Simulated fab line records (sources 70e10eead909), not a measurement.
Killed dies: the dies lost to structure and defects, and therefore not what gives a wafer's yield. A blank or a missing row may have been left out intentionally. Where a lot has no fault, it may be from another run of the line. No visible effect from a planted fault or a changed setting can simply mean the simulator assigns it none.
Matching of chambers	flow nand_harc	NHARC_A_WL_FILL_ALD_10 on ald_hk-03 has 4 sister chambers
The step deposits SiO2, target thk 50 nm, pulse time 10 s, ald cycles 500. 4 wafers are shown with their chamber, then 7 later ones without.

== EACH WAFER AND ITS CHAMBER ==
wafer	chamber	heater_power_w (W)
L150.6	2	500
L153.3	3	534
L154.2	0	511
L154.3	1	422

== WAFERS WITHOUT THEIR CHAMBER ==
wafer	heater_power_w (W)
L154.5	486
L155.1	424
L155.2	516
L155.4	493
L157.1	493
L157.2	420
L157.5	540

== CHAMBER TAKEN BY EACH ==
wafer	from the rows above	in truth
L154.5	can't be placed: 2 or 0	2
L155.1	1	1
L155.2	can't be placed: 0 or 2 or 3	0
L155.4	can't be placed: 2 or 0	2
L157.1	can't be placed: 2 or 0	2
L157.2	1	1
L157.5	3	3
3 of 7 placed correctly. Not placeable from these rows: 4 (in 4, the candidates include the true chamber). Number placed wrongly: 0.
How it was worked out, from the rows above alone: a wafer's distance from a chamber is the root of the sum, over the readings, of the square of ((its reading less the chamber's mean) divided by the reading's scatter). The wafer belongs to the nearest chamber; if the next one is less than 2 further off, it can't be placed. For every chamber, the mean is computed from those of its wafers that are shown. The scatter: with one shown wafer a chamber, the root of the mean of the squares of how far each hidden wafer lies from its nearest shown one.
